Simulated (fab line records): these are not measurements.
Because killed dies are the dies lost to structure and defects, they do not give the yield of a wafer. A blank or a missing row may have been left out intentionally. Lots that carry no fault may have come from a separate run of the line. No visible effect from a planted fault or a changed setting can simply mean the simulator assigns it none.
Matching of chambers -- flow n5-finfet -- 4 sister chambers for N5_MOL_CONTACT_COAG_VIA_ETCH_117 on rie-diel-04
The step etches SiO2 in C4F6/O2, target depth 40 nm, overetch 8 nm, time 26 s. 4 wafers are shown with their chamber, then 12 later ones without.

## EACH WAFER AND ITS CHAMBER
wafer,chamber,rf-vpp-V (V)
L087.3,3,1582
L087.4,2,1619
L087.5,0,1653
L087.6,1,1645

## WAFERS MISSING THEIR CHAMBER
wafer,rf-vpp-V (V)
L090.3,1652
L090.4,1582
L090.6,1646
L093.2,1582
L093.3,1644
L093.4,1653
L094.2,1620
L094.3,1645
L094.6,1652
L096.1,1618
L096.3,1652
L096.5,1619

## WHICH CHAMBER EACH ONE RAN IN
wafer,from the rows above,in truth
L090.3,0,0
L090.4,3,3
L090.6,1,1
L093.2,3,3
L093.3,1,1
L093.4,0,0
L094.2,2,2
L094.3,1,1
L094.6,0,0
L096.1,2,2
L096.3,0,0
L096.5,2,2
12 of 12 placed correctly. Left unplaced by these rows: 0. Wrongly placed: 0.
How it was worked out, from the rows above alone: a wafer's distance from a chamber is the root of the sum, over the readings, of the square of ((its reading less the chamber's mean) divided by the reading's scatter). If the next closest chamber is less than 2 further off than the closest, the wafer can't be placed; otherwise it belongs to the closest. A chamber's mean is the mean of its shown wafers. The scatter (one wafer shown for each chamber): square how far every hidden wafer sits from the nearest shown wafer, average those squares and take the square root.
